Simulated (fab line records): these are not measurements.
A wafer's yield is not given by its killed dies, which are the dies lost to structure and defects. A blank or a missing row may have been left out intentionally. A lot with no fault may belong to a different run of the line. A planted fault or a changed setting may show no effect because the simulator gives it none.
Split-lot trial | flow n5_finfet | 7 lots, 21 wafers read, on a route of 1938 steps

== THE SPLIT ==
At N5_BEOL_M10_VIA_ETCH_34 (etches SiCOH lowk in C4F6/O2, target depth 184.5 nm, time 69.2 s), the setting time_s was moved away from the recipe's 69.2 s on 9 of the 21 wafers read, by -15.5% to +9.9%. This setting was run at the recipe's value on the other wafers.

The reading comes from the split's own step.

== THE READING ==
SOC_of_BEOL_M10_COAT_63.thk_nm (the simulator's own value, which no gauge read), in nm, at N5_BEOL_M10_VIA_ETCH_34 (etches SiCOH lowk in C4F6/O2, target depth 184.5 nm, time 69.2 s). The file gives no usual value for it. Across the 12 wafers here that went through the recipe, the average is 92.0 nm and the standard deviation 0.26 nm.

wafer  | tool, chamber at the split | time_s as run, s | against the recipe | SOC_of_BEOL_M10_COAT_63.thk_nm, nm | against lot-mates on the recipe
L075.1 | rie_diel-03, 1             | 76.07            | +9.9%              | 90.8                               | -1.0
L075.2 | rie_diel-03, 3             | 69.2             | recipe             | 91.8                               | -
L075.5 | rie_diel-03, 2             | 76.07            | +9.9%              | 90.8                               | -1.0
L080.2 | rie_diel-05, 3             | 69.2             | recipe             | 92.2                               | -
L080.5 | rie_diel-05, 3             | 69.2             | recipe             | 92                                 | -
L080.6 | rie_diel-05, 2             | 64.99            | -6.1%              | 92.4                               | +0.3
L081.1 | rie_diel-03, 2             | 69.2             | recipe             | 91.8                               | -
L081.3 | rie_diel-03, 3             | 74.87            | +8.2%              | 91.4                               | -0.4
L081.5 | rie_diel-03, 0             | 74.87            | +8.2%              | 91.8                               | +0.0
L084.1 | rie_diel-05, 1             | 69.2             | recipe             | 91.6                               | -
L084.2 | rie_diel-05, 2             | 69.2             | recipe             | 91.8                               | -
L084.3 | rie_diel-05, 0             | 73.76            | +6.6%              | 91.6                               | -0.1
L088.2 | rie_diel-06, 2             | 69.2             | recipe             | 92.2                               | -
L088.3 | rie_diel-06, 0             | 69.2             | recipe             | 92.2                               | -
L088.5 | rie_diel-06, 1             | 69.2             | recipe             | 92.6                               | -
L096.1 | rie_diel-03, 3             | 64.66            | -6.6%              | 92.4                               | +0.4
L096.2 | rie_diel-03, 0             | 69.2             | recipe             | 92                                 | -
L096.3 | rie_diel-03, 2             | 64.66            | -6.6%              | 92.4                               | +0.4
L092.1 | rie_diel-05, 3             | 69.2             | recipe             | 91.8                               | -
L092.4 | rie_diel-05, 0             | 69.2             | recipe             | 91.8                               | -
L092.5 | rie_diel-05, 3             | 58.48            | -15.5%             | 93.2                               | +1.4

FIT RESULTS
A straight line over all 21 wafers: SOC_of_BEOL_M10_COAT_63.thk_nm changes by -0.08 nm for each +1% of time_s; r = -0.88; the points scatter about the line by 0.27 nm.
The same after taking each lot's own level away (the mean of its wafers on the recipe; 21 wafers): -0.0715 nm for each +1%; r = -0.90; scatter 0.22 nm.
Per that fit: largest time_s move, reading shift of 1.1 nm.
From 91.70 to 92.33 nm: that is the span of the lots' own levels, equal to 2.4 times the standard deviation above.
So the lot-to-lot level changes the slope: the two fits differ.
Check: +0.966 nm against its lot-mates is what the line predicts for one of the wafers moved furthest among these (-15.5%) when that wafer is left out of the fit. It came out at +1.4 nm against them.

== THESE WAFERS: OTHER SPLITS ==
Note: prior to the reading, these wafers also went through further splits. Each is held against what the fit with the lots' levels taken away leaves over:
other split on the same wafers             | wafers away from the commonest value | r with SOC_of_BEOL_M10_COAT_63.thk_nm (lot level and that fit taken away)
N5_BEOL_M5_ETCH_72 bias_w                  | 9                                    | -0.11
N5_BEOL_M5_ETCH_62 source_w                | 6                                    | +0.22
N5_BEOL_M6_PECVD_70 temp_c                 | 10                                   | +0.23
N5_BEOL_M6_TRENCH_ETCH_37 source_w         | 7                                    | -0.17
N5_BEOL_M6_ALD_77 co_reactant_pulse_time_s | 8                                    | +0.21
N5_BEOL_M7_COAT_71 spin_rpm                | 5                                    | +0.08
N5_BEOL_M7_DESCUM_33 time_s                | 7                                    | -0.07
N5_BEOL_M8_VIA_ETCH_34 bias_w              | 6                                    | +0.07

== THE WHOLE CHAIN: every reading that the file lists as answering this split, in the file's order ==
step                    | what it does                                                     | reading                                                                         | change (the file's fit)                | r (the file's)
N5_BEOL_M10_VIA_ETCH_34 | etches SiCOH lowk in C4F6/O2, target depth 184.5 nm, time 69.2 s | etch.depth_nm (the simulator's own value, which no gauge read)                  | +1.88 nm for each +1% of the setting   | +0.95
N5_BEOL_M10_VIA_ETCH_34 | etches SiCOH lowk in C4F6/O2, target depth 184.5 nm, time 69.2 s | SOC_of_BEOL_M10_COAT_63.thk_nm (the simulator's own value, which no gauge read) | -0.0725 nm for each +1% of the setting | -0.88

== THE FILE'S OWN FIT ==
SOC_of_BEOL_M10_COAT_63.thk_nm changes by -0.0725 nm for each +1% of time_s, r = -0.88.
